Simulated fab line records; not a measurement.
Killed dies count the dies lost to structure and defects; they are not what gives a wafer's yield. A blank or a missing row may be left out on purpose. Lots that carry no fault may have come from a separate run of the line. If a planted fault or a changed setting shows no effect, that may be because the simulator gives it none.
8D (eight disciplines) problem report, filled in by code / flow n5 finfet / the parts of the form that need people (team, actions taken, sign-off) are left out

== 1. THE ISSUE ==
Across 9 wafers from 3 lots, RS_NWELL at N5_BEOL_M4_RC_MEAS_101 averages 949 ohm/sq, while fault-free wafers read 1038 ohm/sq with a standard deviation of 6.7. That is -13 standard deviations from the usual mean.
Seen first at day 10 09:16 on prober-01, wafer L640.3. At this step, 33 wafers from 11 lots have a number in the record. Rule for "out" (also "out of limits"): further than 4 standard deviations from the usual mean. The other wafers with a number count as sound.

== 2. WHAT IT IS; WHAT IT IS NOT ==
question=which readings at this step | is=RS_NWELL | is not=DIBL_N, DIBL_P, IOFF_N, IOFF_P, ION_N, ION_P, SS_N, VT_N, VT_P
question=which lots | is=L640, L641, L642 | is not=L631, L635, L636, L638, L639, L644, L648, L654
question=which wafers of those lots | is=all that have a number | is not=-
question=read on which gauges | is=prober-01, prober-02 | is not=-
question=when | is=from day 10 09:16 | is not=up to then (9 sound wafers); but 15 sound wafers of L638, L639, L644, L648, L654 came after

== 3. THE SUSPECTS, EACH WITH WHAT RULES IT OUT ==
Counting: a tool at a process step up to the reading stays a suspect if it ran every lot that is out and no sound lot after the first of them.
- the gauge at N5_BEOL_M4_RC_MEAS_101 has been ruled out. Those wafers that are out were read across 2 gauges (prober-01, prober-02).
- implanter-01 at N5_WELL_APT_IMPLANT_14: ruled out as a lasting fault. Following L640 (day 3 20:09), the first lot on it that is out, the sound lots L654 were run on it.
Left after counting: nothing in the record.

== 4. THE CAUSE (what the simulator had put in) ==
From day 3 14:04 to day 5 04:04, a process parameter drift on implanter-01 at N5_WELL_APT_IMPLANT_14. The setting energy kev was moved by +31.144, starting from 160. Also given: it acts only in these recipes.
Counting ruled it out, wrongly: the rule takes a fault to strike every lot that its tool runs from its start on, and this one did not.

== 5. SEQUENCE OF EFFECTS, ordered by route ==
Rows list readings where the struck wafers' mean (over those with a number) sits beyond 3 standard deviations from the usual. Only readings whose record carries a usual standard deviation are examined. hours: median over the lots of the time between each lot's start at the first step of this table that gives one and its start at this step. sigmas: the change, counted in usual standard deviations.
hours=0; step=N5_WELL_APT_IMPLANT_14; reading=beam energy keV; usual=160.00; on struck wafers=191.15; change=+31.15; sigmas=+99 or more
hours=178; step=N5_BEOL_M4_RC_MEAS_101; reading=RS_NWELL; usual=1038 ohm/sq; on struck wafers=949; change=-89; sigmas=-13
The process steps in it:
- N5_WELL_APT_IMPLANT_14

== 6. HOW IT WOULD HAVE BEEN CAUGHT EARLIER ==
163 hours passed between the start of the fault at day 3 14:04 and the first reading out of limits at a measuring or inspecting step in this record, taken at day 10 09:16.
At N5_WELL_APT_IMPLANT_14, the tool's own readings (beam energy keV) were out on each struck wafer the step has a row for, so an alarm limit on them would have fired on the first such wafer.
